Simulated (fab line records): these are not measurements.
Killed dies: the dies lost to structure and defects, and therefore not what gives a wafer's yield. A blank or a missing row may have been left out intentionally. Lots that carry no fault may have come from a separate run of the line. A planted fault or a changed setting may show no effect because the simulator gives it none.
What tool caused it? :: flow n5Finfet :: 21 wafers from 7 lots sampled at 8 of the route's 1938 steps

## WHAT EACH GAUGE READ, for each wafer
N5_BEOL_M7_CD_MEAS_11: target cd 38.5 nm.
lot: L913
measured: day 10 17:44
on: cdSem-03
cdNm (nm): 38.4 39.0 38.9

lot: L924
measured: day 14 05:19
on: cdSem-02
cdNm (nm): 38.5 38.5 38.6

lot: L926
measured: day 15 04:48
on: cdSem-02
cdNm (nm): 31.9 32.6 32.3

lot: L929
measured: day 15 07:25
on: cdSem-01
cdNm (nm): 38.4 38.9 39.3

lot: L930
measured: day 15 11:29
on: cdSem-03
cdNm (nm): 33.3 33.3 33.6

lot: L918
measured: day 16 14:38
on: cdSem-01
cdNm (nm): 38.0 38.4 37.8

lot: L936
measured: day 16 15:20
on: cdSem-02
cdNm (nm): 38.8 38.6 38.0

N5_BEOL_M7_CD_MEAS_18: pitch 80 nm, target cd 40 nm.
lot: L913
measured: day 10 18:26
on: cdSem-03
cdNm (nm): 39.3 40.0 40.1

lot: L924
measured: day 14 05:52
on: cdSem-01
cdNm (nm): 40.0 40.2 39.8

lot: L926
measured: day 15 05:26
on: cdSem-02
cdNm (nm): 33.8 34.2 34.1

lot: L929
measured: day 15 08:02
on: cdSem-01
cdNm (nm): 40.1 40.5 40.5

lot: L930
measured: day 15 12:02
on: cdSem-01
cdNm (nm): 34.9 34.9 35.2

lot: L918
measured: day 16 15:23
on: cdSem-03
cdNm (nm): 40.2 39.9 39.6

lot: L936
measured: day 16 15:53
on: cdSem-02
cdNm (nm): 40.9 40.0 40.0

N5_BEOL_M7_CD_MEAS_35: target cd 40 nm.
lot: L913
measured: day 10 19:45
on: cdSem-02
cdNm (nm): 40.2 40.3 40.5

lot: L924
measured: day 14 09:34
on: cdSem-01
cdNm (nm): 39.7 40.4 39.8

lot: L926
measured: day 15 06:26
on: cdSem-03
cdNm (nm): 33.8 34.4 34.1

lot: L929
measured: day 15 10:50
on: cdSem-03
cdNm (nm): 40.2 41.1 41.0

lot: L930
measured: day 15 14:22
on: cdSem-02
cdNm (nm): 34.7 34.6 34.8

lot: L918
measured: day 16 19:10
on: cdSem-01
cdNm (nm): 40.5 39.4 39.3

lot: L936
measured: day 16 19:26
on: cdSem-01
cdNm (nm): 40.7 40.1 40.2

N5_BEOL_M15_RC_MEAS_101.
lot: L913
measured: day 13 06:40
on: prober-02
COMB_M10 (S/m): 1.4e-11 2e-11 1.6e-11
COMB_M11 (S/m): 1.49e-11 1.35e-11 1.41e-11
COMB_M11_max_site (S/m): 2.2e-11 1.9e-11 1.6e-11
COMB_M12 (S/m): 7.3e-12 4.8e-12 6.8e-12
COMB_M13 (S/m): 5.1e-12 6e-12 5.4e-12
COMB_M14 (S/m): 4.8e-12 4.2e-12 5.1e-12
COMB_M15 (S/m): 3.4e-12 3.1e-12 2.9e-12
COMB_M5 (S/m): 3.4e-11 2.5e-11 2.6e-11
COMB_M6 (S/m): 2.6e-11 1.8e-11 2.3e-11
COMB_M6_max_site (S/m): 3.5e-11 2.5e-11 3.2e-11
COMB_M8 (S/m): 2.2e-11 2.1e-11 2.2e-11
COMB_M9 (S/m): 2e-11 1.9e-11 1.7e-11
SERP_M10 (ohm/um): 3.08 3.06 3.06
SERP_M11 (ohm/um): 3.11 3.20 3.09
SERP_M12 (ohm/um): 0.659 0.648 0.645
SERP_M13 (ohm/um): 0.313 0.304 0.300
SERP_M14 (ohm/um): 0.1590 0.1569 0.1615
SERP_M5 (ohm/um): 39.1 36.9 38.0
SERP_M6 (ohm/um): 14.9 14.4 13.8
SERP_M6_max_site (ohm/um): 15.6 14.8 14.3
SERP_M7 (ohm/um): 14.5 13.9 13.7
SERP_M7_max_site (ohm/um): 15.1 14.4 14.0
SERP_M8 (ohm/um): 13.5 13.4 13.3
SERP_M9 (ohm/um): 3.18 3.11 2.99

lot: L924
measured: day 17 05:52
on: prober-02
COMB_M10 (S/m): 1.2e-11 1.5e-11 1.3e-11
COMB_M11 (S/m): 1.39e-11 1.58e-11 1.35e-11
COMB_M11_max_site (S/m): 1.6e-11 2.5e-11 2e-11
COMB_M12 (S/m): 6e-12 8.3e-12 8.3e-12
COMB_M13 (S/m): 5.8e-12 5.2e-12 6.6e-12
COMB_M14 (S/m): 4.5e-12 5.6e-12 7.7e-12
COMB_M15 (S/m): 3.1e-12 3.5e-12 2.6e-12
COMB_M5 (S/m): 3.6e-11 2.8e-11 3.3e-11
COMB_M6 (S/m): 3.8e-11 2.2e-11 3.4e-11
COMB_M6_max_site (S/m): 5.3e-11 3.9e-11 4.5e-11
COMB_M8 (S/m): 3.8e-11 2.5e-11 2.6e-11
COMB_M9 (S/m): 1.6e-11 1.6e-11 1.2e-11
SERP_M10 (ohm/um): 3.01 3.13 3.01
SERP_M11 (ohm/um): 3.11 3.07 3.14
SERP_M12 (ohm/um): 0.671 0.661 0.668
SERP_M13 (ohm/um): 0.304 0.303 0.303
SERP_M14 (ohm/um): 0.1551 0.1544 0.1578
SERP_M5 (ohm/um): 36.7 35.4 36.0
SERP_M6 (ohm/um): 13.8 13.8 13.9
SERP_M6_max_site (ohm/um): 14.3 14.2 14.4
SERP_M7 (ohm/um): 14.0 13.8 14.2
SERP_M7_max_site (ohm/um): 14.6 14.3 14.9
SERP_M8 (ohm/um): 13.6 13.7 13.8
SERP_M9 (ohm/um): 3.07 3.03 3.15

lot: L926
measured: day 17 23:05
on: prober-01
COMB_M10 (S/m): 1.6e-11 1.3e-11 1.5e-11
COMB_M11 (S/m): 1.61e-11 1.11e-11 1.15e-11
COMB_M11_max_site (S/m): 2.3e-11 1.6e-11 1.9e-11
COMB_M12 (S/m): 5.9e-12 6.2e-12 4.4e-12
COMB_M13 (S/m): 4.9e-12 2.9e-12 3.9e-12
COMB_M14 (S/m): 2.7e-12 2.4e-12 2.9e-12
COMB_M15 (S/m): 2.6e-12 1.7e-12 1.4e-12
COMB_M5 (S/m): 3.6e-11 3.8e-11 5e-11
COMB_M6 (S/m): 3e-11 2.8e-11 2.2e-11
COMB_M6_max_site (S/m): 3.6e-11 3.3e-11 2.9e-11
COMB_M8 (S/m): 2.6e-11 3.4e-11 3.6e-11
COMB_M9 (S/m): 1.1e-11 1.2e-11 1.6e-11
SERP_M10 (ohm/um): 3.10 3.00 3.06
SERP_M11 (ohm/um): 3.11 3.15 3.05
SERP_M12 (ohm/um): 0.619 0.640 0.633
SERP_M13 (ohm/um): 0.309 0.311 0.308
SERP_M14 (ohm/um): 0.1548 0.1588 0.1526
SERP_M5 (ohm/um): 38.4 37.1 38.5
SERP_M6 (ohm/um): 14.4 14.4 13.5
SERP_M6_max_site (ohm/um): 14.5 15.0 14.2
SERP_M7 (ohm/um): 18.2 18.5 18.4
SERP_M7_max_site (ohm/um): 18.9 19.2 19.4
SERP_M8 (ohm/um): 14.6 13.9 13.8
SERP_M9 (ohm/um): 3.11 3.08 3.02

lot: L929
measured: day 18 00:09
on: prober-01
COMB_M10 (S/m): 1.3e-11 1.2e-11 1.5e-11
COMB_M11 (S/m): 1.73e-11 1.52e-11 1.68e-11
COMB_M11_max_site (S/m): 2.9e-11 2.2e-11 2.6e-11
COMB_M12 (S/m): 3.3e-12 3.4e-12 5.1e-12
COMB_M13 (S/m): 4e-12 7.5e-12 5.7e-12
COMB_M14 (S/m): 2.9e-12 2.6e-12 2.8e-12
COMB_M15 (S/m): 1.4e-12 1.3e-12 1.1e-12
COMB_M5 (S/m): 2.4e-11 2.9e-11 2.1e-11
COMB_M6 (S/m): 3.1e-11 2e-11 1.8e-11
COMB_M6_max_site (S/m): 3.9e-11 3.5e-11 2.7e-11
COMB_M8 (S/m): 2e-11 1.7e-11 1.9e-11
COMB_M9 (S/m): 2e-11 1.4e-11 1.5e-11
SERP_M10 (ohm/um): 3.15 3.01 3.13
SERP_M11 (ohm/um): 3.12 2.93 3.11
SERP_M12 (ohm/um): 0.650 0.648 0.662
SERP_M13 (ohm/um): 0.307 0.312 0.305
SERP_M14 (ohm/um): 0.1641 0.1633 0.1653
SERP_M5 (ohm/um): 38.7 36.6 37.4
SERP_M6 (ohm/um): 14.1 13.6 13.9
SERP_M6_max_site (ohm/um): 14.4 14.6 14.6
SERP_M7 (ohm/um): 13.7 13.1 13.3
SERP_M7_max_site (ohm/um): 13.9 13.5 13.9
SERP_M8 (ohm/um): 14.5 14.4 14.1
SERP_M9 (ohm/um): 3.09 3.05 3.11

lot: L930
measured: day 18 07:17
on: prober-02
COMB_M10 (S/m): 1.5e-11 1.8e-11 1.3e-11
COMB_M11 (S/m): 1.23e-11 1.93e-11 2.04e-11
COMB_M11_max_site (S/m): 2.1e-11 2.3e-11 3.1e-11
COMB_M12 (S/m): 9.1e-12 8.2e-12 8.6e-12
COMB_M13 (S/m): 6.6e-12 5e-12 5.6e-12
COMB_M14 (S/m): 6.6e-12 4.7e-12 4.9e-12
COMB_M15 (S/m): 4e-12 3.1e-12 3.5e-12
COMB_M5 (S/m): 4.5e-11 3.8e-11 3.9e-11
COMB_M6 (S/m): 2.9e-11 2.7e-11 2.3e-11
COMB_M6_max_site (S/m): 4.5e-11 4.2e-11 3.7e-11
COMB_M8 (S/m): 2.4e-11 2.8e-11 2.5e-11
COMB_M9 (S/m): 1.3e-11 1.5e-11 2e-11
SERP_M10 (ohm/um): 3.12 3.05 2.86
SERP_M11 (ohm/um): 3.00 3.09 2.99
SERP_M12 (ohm/um): 0.647 0.627 0.646
SERP_M13 (ohm/um): 0.308 0.311 0.309
SERP_M14 (ohm/um): 0.1610 0.1622 0.1624
SERP_M5 (ohm/um): 37.6 38.8 39.7
SERP_M6 (ohm/um): 14.0 13.3 14.1
SERP_M6_max_site (ohm/um): 14.8 13.9 14.6
SERP_M7 (ohm/um): 18.3 17.7 18.2
SERP_M7_max_site (ohm/um): 19.0 19.3 19.0
SERP_M8 (ohm/um): 13.7 13.2 13.6
SERP_M9 (ohm/um): 2.98 2.87 2.90

lot: L918
measured: day 19 14:20
on: prober-02
COMB_M10 (S/m): 1.4e-11 1.4e-11 1.9e-11
COMB_M11 (S/m): 1.9e-11 1.79e-11 1.84e-11
COMB_M11_max_site (S/m): 2.6e-11 2.8e-11 2.6e-11
COMB_M12 (S/m): 7.5e-12 8.2e-12 1.06e-11
COMB_M13 (S/m): 6e-12 5.4e-12 4.5e-12
COMB_M14 (S/m): 5.2e-12 4.1e-12 5.4e-12
COMB_M15 (S/m): 3.7e-12 4e-12 4.1e-12
COMB_M5 (S/m): 3.1e-11 3e-11 3.3e-11
COMB_M6 (S/m): 2.2e-11 3.8e-11 3.4e-11
COMB_M6_max_site (S/m): 2.9e-11 7.3e-11 5e-11
COMB_M8 (S/m): 3.1e-11 2.3e-11 3.4e-11
COMB_M9 (S/m): 2.1e-11 1.1e-11 1.4e-11
SERP_M10 (ohm/um): 3.07 3.06 2.99
SERP_M11 (ohm/um): 3.09 3.11 3.15
SERP_M12 (ohm/um): 0.647 0.652 0.666
SERP_M13 (ohm/um): 0.308 0.313 0.307
SERP_M14 (ohm/um): 0.1584 0.1589 0.1564
SERP_M5 (ohm/um): 37.4 37.4 38.2
SERP_M6 (ohm/um): 14.1 14.7 14.0
SERP_M6_max_site (ohm/um): 14.9 15.5 15.0
SERP_M7 (ohm/um): 13.9 13.9 13.8
SERP_M7_max_site (ohm/um): 14.3 14.6 14.6
SERP_M8 (ohm/um): 13.5 13.6 13.4
SERP_M9 (ohm/um): 3.03 3.08 3.01

lot: L936
measured: day 19 08:47
on: prober-02
COMB_M10 (S/m): 1.6e-11 1.5e-11 1.3e-11
COMB_M11 (S/m): 1.67e-11 2.08e-11 1.67e-11
COMB_M11_max_site (S/m): 3e-11 3.1e-11 2.6e-11
COMB_M12 (S/m): 6.9e-12 8.1e-12 7.2e-12
COMB_M13 (S/m): 4.8e-12 5.8e-12 5.5e-12
COMB_M14 (S/m): 3.8e-12 4.2e-12 4.4e-12
COMB_M15 (S/m): 3.3e-12 3.4e-12 3.1e-12
COMB_M5 (S/m): 2.8e-11 2e-11 2.6e-11
COMB_M6 (S/m): 3.2e-11 2.4e-11 2.7e-11
COMB_M6_max_site (S/m): 4.6e-11 3.2e-11 4.6e-11
COMB_M8 (S/m): 2.4e-11 2.2e-11 2.1e-11
COMB_M9 (S/m): 9e-12 1.8e-11 1.7e-11
SERP_M10 (ohm/um): 3.03 3.01 2.92
SERP_M11 (ohm/um): 3.06 3.12 3.10
SERP_M12 (ohm/um): 0.642 0.636 0.640
SERP_M13 (ohm/um): 0.302 0.300 0.298
SERP_M14 (ohm/um): 0.1598 0.1612 0.1569
SERP_M5 (ohm/um): 39.6 39.8 38.1
SERP_M6 (ohm/um): 13.8 14.6 14.0
SERP_M6_max_site (ohm/um): 13.9 14.9 14.7
SERP_M7 (ohm/um): 12.9 14.0 13.9
SERP_M7_max_site (ohm/um): 13.8 14.3 14.7
SERP_M8 (ohm/um): 13.0 13.7 13.5
SERP_M9 (ohm/um): 3.04 2.99 3.11

## WHAT TOOL EACH LOT RAN ON (gives the tool, then ch and the chambers of the sampled wafers, and finally the start)
lot: L913
N5_BEOL_M6_DEP_56: pecvd-03 ch 0,1, day 10 15:11
N5_BEOL_M7_ILD_DEP_00: pecvd-04 ch 0,1,2, day 10 15:19
N5_BEOL_M7_PECVD_70: pecvd-04 ch 0,1, day 10 15:56
N5_BEOL_M7_EXPOSE_08: arfiScanner-03 ch 0, day 10 17:37

lot: L924
N5_BEOL_M6_DEP_56: pecvd-01 ch 1,2, day 14 01:13
N5_BEOL_M7_ILD_DEP_00: pecvd-01 ch 1,2, day 14 01:22
N5_BEOL_M7_PECVD_70: pecvd-03 ch 0,2, day 14 02:30
N5_BEOL_M7_EXPOSE_08: arfiScanner-03 ch 0, day 14 05:11

lot: L926
N5_BEOL_M6_DEP_56: pecvd-03 ch 1,2, day 15 01:02
N5_BEOL_M7_ILD_DEP_00: pecvd-04 ch 0,1, day 15 01:10
N5_BEOL_M7_PECVD_70: pecvd-04 ch 1,2, day 15 02:08
N5_BEOL_M7_EXPOSE_08: arfiScanner-03 ch 0, day 15 04:41

lot: L929
N5_BEOL_M6_DEP_56: pecvd-02 ch 0,2, day 15 04:29
N5_BEOL_M7_ILD_DEP_00: pecvd-04 ch 0,2, day 15 04:37
N5_BEOL_M7_PECVD_70: pecvd-03 ch 0,2, day 15 05:27
N5_BEOL_M7_EXPOSE_08: arfiScanner-02 ch 0, day 15 07:18

lot: L930
N5_BEOL_M6_DEP_56: pecvd-03 ch 0,1, day 15 09:11
N5_BEOL_M7_ILD_DEP_00: pecvd-01 ch 0,2, day 15 09:19
N5_BEOL_M7_PECVD_70: pecvd-01 ch 0,2, day 15 09:56
N5_BEOL_M7_EXPOSE_08: arfiScanner-03 ch 0, day 15 11:22

lot: L918
N5_BEOL_M6_DEP_56: pecvd-01 ch 0,1,2, day 16 12:22
N5_BEOL_M7_ILD_DEP_00: pecvd-04 ch 1,2, day 16 12:31
N5_BEOL_M7_PECVD_70: pecvd-01 ch 0,1, day 16 13:07
N5_BEOL_M7_EXPOSE_08: arfiScanner-02 ch 0, day 16 14:30

lot: L936
N5_BEOL_M6_DEP_56: pecvd-02 ch 0,1,2, day 16 12:47
N5_BEOL_M7_ILD_DEP_00: pecvd-04 ch 0,1,2, day 16 12:55
N5_BEOL_M7_PECVD_70: pecvd-03 ch 0,1,2, day 16 13:36
N5_BEOL_M7_EXPOSE_08: arfiScanner-02 ch 0, day 16 15:13
- N5_BEOL_M6_DEP_56: deposits SiCN from 3MS/NH3, target thk 10 nm, time 17.5 s.
- N5_BEOL_M7_ILD_DEP_00: deposits SiCOH lowk from DEMS/porogen, target thk 179.75 nm, time 33.4 s.
- N5_BEOL_M7_PECVD_70: deposits SiO2 from TEOS/O2, target thk 20 nm, time 22.7 s.
- N5_BEOL_M7_EXPOSE_08: exposes mask M7.

## AS READ BY THE TOOLS THEMSELVES (means over the sampled wafers that have a number; for cases with no such wafer, the mark the record gives instead)
N5_BEOL_M6_DEP_56.
lot: L913
tool: pecvd-03
showerheadPlenumPTorr (Torr): 3.680
throttleValvePct (%): 8.9

lot: L924
tool: pecvd-01
showerheadPlenumPTorr (Torr): 3.650
throttleValvePct (%): 8.9

lot: L926
tool: pecvd-03
showerheadPlenumPTorr (Torr): 3.671
throttleValvePct (%): 8.7

lot: L929
tool: pecvd-02
showerheadPlenumPTorr (Torr): 3.659
throttleValvePct (%): 9.2

lot: L930
tool: pecvd-03
showerheadPlenumPTorr (Torr): 3.683
throttleValvePct (%): 9.1

lot: L918
tool: pecvd-01
showerheadPlenumPTorr (Torr): 3.652
throttleValvePct (%): 8.7

lot: L936
tool: pecvd-02
showerheadPlenumPTorr (Torr): 3.655
throttleValvePct (%): 9.2

N5_BEOL_M7_ILD_DEP_00.
lot: L913
tool: pecvd-04
heaterPowerW (W): 316
showerheadPlenumPTorr (Torr): 5.738
throttleValvePct (%): 13.9

lot: L924
tool: pecvd-01
heaterPowerW (W): 337
showerheadPlenumPTorr (Torr): 5.728
throttleValvePct (%): 14.0

lot: L926
tool: pecvd-04
heaterPowerW (W): 368
showerheadPlenumPTorr (Torr): 5.745
throttleValvePct (%): 14.0

lot: L929
tool: pecvd-04
heaterPowerW (W): 293
showerheadPlenumPTorr (Torr): 5.734
throttleValvePct (%): 13.7

lot: L930
tool: pecvd-01
heaterPowerW (W): 317
showerheadPlenumPTorr (Torr): 5.738
throttleValvePct (%): 12.5

lot: L918
tool: pecvd-04
heaterPowerW (W): 336
showerheadPlenumPTorr (Torr): 5.735
throttleValvePct (%): 13.8

lot: L936
tool: pecvd-04
heaterPowerW (W): 318
showerheadPlenumPTorr (Torr): 5.732
throttleValvePct (%): 14.1

N5_BEOL_M7_PECVD_70.
lot: L913
tool: pecvd-04
heaterPowerW (W): 779
showerheadPlenumPTorr (Torr): 8.79
throttleValvePct (%): 22.6

lot: L924
tool: pecvd-03
heaterPowerW (W): 783
showerheadPlenumPTorr (Torr): 8.79
throttleValvePct (%): 21.4

lot: L926
tool: pecvd-04
heaterPowerW (W): 734
showerheadPlenumPTorr (Torr): 8.78
throttleValvePct (%): 22.8

lot: L929
tool: pecvd-03
heaterPowerW (W): 667
showerheadPlenumPTorr (Torr): 8.83
throttleValvePct (%): 21.9

lot: L930
tool: pecvd-01
heaterPowerW (W): 710
showerheadPlenumPTorr (Torr): 8.77
throttleValvePct (%): 20.3

lot: L918
tool: pecvd-01
heaterPowerW (W): 812
showerheadPlenumPTorr (Torr): 8.75
throttleValvePct (%): 22.1

lot: L936
tool: pecvd-03
heaterPowerW (W): 716
showerheadPlenumPTorr (Torr): 8.81
throttleValvePct (%): 21.9

N5_BEOL_M7_EXPOSE_08.
lot: L913
tool: arfiScanner-03
exposureDoseMJCm2: 68.27
focusOffsetNm (nm): 0.1

lot: L924
tool: arfiScanner-03
exposureDoseMJCm2: 68.00
focusOffsetNm (nm): -0.4

lot: L926
tool: arfiScanner-03
exposureDoseMJCm2: 58.90
focusOffsetNm (nm): 0.2

lot: L929
tool: arfiScanner-02
exposureDoseMJCm2: 68.18
focusOffsetNm (nm): -0.1

lot: L930
tool: arfiScanner-03
exposureDoseMJCm2: 60.74
focusOffsetNm (nm): 0.5

lot: L918
tool: arfiScanner-02
exposureDoseMJCm2: 68.15
focusOffsetNm (nm): -0.1

lot: L936
tool: arfiScanner-02
exposureDoseMJCm2: 68.19
focusOffsetNm (nm): -0.4

## THE ANSWER, worked out from the rows above alone
Rule: usual is defined by the lots themselves. The widest of any qualifying gaps counts: lots, ordered by their means at a reading, are off when they make up no more than a third of the lots, leave a main group of 4 or more, and stand apart from it by 3 or more times the standard deviation of that group's means. The tables above print the reading to a certain number of digits; a main group whose means all agree to those digits is not used. Also off: a lot with no number at a reading for which 4 or more lots have one. The other lots that the step has rows for count as sound. Order of review: gauges by route order, followed by the tools' own readings, for which a lot's mean as printed above is used. At the first step where some lot is off, the reading lying furthest off is the one used; lots without a number count as furthest.
Off, at N5_BEOL_M7_CD_MEAS_11 on cdNm: L926, L930. The main group: mean 38.5 nm, standard deviation 0.28.
A tool fits if, at a process step before that reading, it ran every lot that is off, and no sound lot after the first of them. The gauges at N5_BEOL_M7_CD_MEAS_11 aren't tried: what is off there is off at N5_BEOL_M15_RC_MEAS_101 too, on other tools, and a gauge's error can't cause that. Can't be told from this: 2 tools fit, pecvd-03 at N5_BEOL_M6_DEP_56, arfiScanner-03 at N5_BEOL_M7_EXPOSE_08.

## WHAT THE SIMULATOR HAD PUT IN
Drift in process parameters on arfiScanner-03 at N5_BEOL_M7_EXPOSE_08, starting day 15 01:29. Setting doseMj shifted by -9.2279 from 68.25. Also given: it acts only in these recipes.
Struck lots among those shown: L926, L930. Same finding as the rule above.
